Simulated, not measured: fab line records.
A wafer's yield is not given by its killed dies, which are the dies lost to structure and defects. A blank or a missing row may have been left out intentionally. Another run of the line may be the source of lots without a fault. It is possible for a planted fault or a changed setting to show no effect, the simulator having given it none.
A lot that was struck, set against a sound lot || flow nand_harc || 17 steps out of a route of 1159
Sound: these wafers, L251.1, L251.2, L251.4. Wafers struck: L253.2, L253.3, L253.4. At the end, the cause is stated.
For every step that has rows: the tool of each side, followed by ch and its chambers, followed by its first start. Under that, the readings that differ: sound wafers || struck wafers || difference of the means || sigmas: that difference in standard deviations of wafers without a fault.
alike: readings with means less than 2 such deviations apart, plus words and numbers identical on both sides. not compared: withheld readings, readings lacking a value on some wafer, bounds such as >300 that could conceal the same value, and numbers that have no deviation in the record and whose values overlap.
The two part at a step that has a row with sigmas, a row that says differs or no value, or rows on one side only. When numbers do not overlap yet have no deviation, they are printed without sigmas and do not part them. A reading missing from all wafers of one side parts the sides only when that side holds two or more wafers.

NHARC_A_WL_FILL_INSPECT_15:
  sound on defect_inspect-01 at day 19 07:01; struck on defect_inspect-01 at day 19 11:32
{"reading": "raw_defect_count", "sound": "608 726 1019", "struck": "501 420 494", "difference": -313, "sigmas": -2}
NHARC_A_CONTACT_DEP_24: deposits SiO2, target thk 500 nm.
  sound on pecvd-04 ch 0,1,2, day 19 07:09; struck on pecvd-04 ch 0,2, day 19 11:36
  alike: heater_power_w, throttle_valve_pct
NHARC_A_CONTACT_DEP_28: deposits aC, target thk 3600 nm.
  sound on acl_dep-02 ch 0, day 19 08:11; struck on acl_dep-01 ch 0, day 19 13:34
  alike: throttle_valve_pct
NHARC_A_CONTACT_DEP_29: deposits SiON, target thk 70 nm.
  sound on pecvd-04 ch 0,2, day 19 10:26; struck on pecvd-03 ch 0,1,2, day 19 15:26
  alike: heater_power_w
then, 7 steps without rows for these wafers: NHARC_A_CONTACT_DEHYDRATE_32 (time 120 s); NHARC_A_CONTACT_HMDS_33 (time 30 s); NHARC_A_CONTACT_COAT_34 (time 75 s); NHARC_A_CONTACT_COAT_35 (time 65 s); NHARC_A_CONTACT_COAT_36 (resist thk 90 nm); NHARC_A_CONTACT_SOFTBAKE_37 (time 55 s); NHARC_A_CONTACT_EBR_38.
NHARC_A_CONTACT_EXPOSE_39: exposes mask A CC 3.
  sound on arfi_scanner-02 ch 0, day 19 10:52; struck on arfi_scanner-02 ch 0, day 19 15:53
{"reading": "exposure_dose_mJ_cm2", "sound": "58.80 58.81 58.72", "struck": "75.63 75.69 75.60", "difference": "+16.86", "sigmas": "+99 or more"}
  alike: mask
then, 2 steps without rows for these wafers: NHARC_A_CONTACT_PEB_40 (peb time 65 s); NHARC_A_CONTACT_DEVELOP_41 (develop time 35 s).
NHARC_A_CONTACT_CD_MEAS_42: the cd target is 200 nm.
  sound on cd_sem-03 ch 0, day 19 11:01; struck on cd_sem-01 ch 0, day 19 16:02
{"reading": "cd_nm (nm)", "sound": "200.8 200.1 199.8", "struck": "213.7 213.8 213.6", "difference": "+13.5", "sigmas": "+22"}
NHARC_A_CONTACT_OVL_MEAS_43:
  sound on overlay-02 at day 19 11:06; struck on overlay-01 at day 19 16:07
  alike: overlay_x_nm, overlay_y_nm
-- record jumps: 3 days between struck wafers' starts before vs after; left off in module A_CONTACT, resumes in module END, first step shown is number 1159 of the route --
NHARC_END_SORT_01:
  sound on prober-01 ch 0, day 22 07:05; struck on prober-02 ch 0, day 22 15:38
  alike: killed_at_array, killed_at_other, killed_at_periphery, killed_dies, killed_open, killed_short

== WHERE THEY PART ==
Last at NHARC_A_CONTACT_CD_MEAS_42 as far as this record goes, first at NHARC_A_WL_FILL_INSPECT_15. Later steps at which nothing parts them and some readings are alike: NHARC_A_CONTACT_OVL_MEAS_43, NHARC_END_SORT_01.

WHY: whatever the simulator had introduced
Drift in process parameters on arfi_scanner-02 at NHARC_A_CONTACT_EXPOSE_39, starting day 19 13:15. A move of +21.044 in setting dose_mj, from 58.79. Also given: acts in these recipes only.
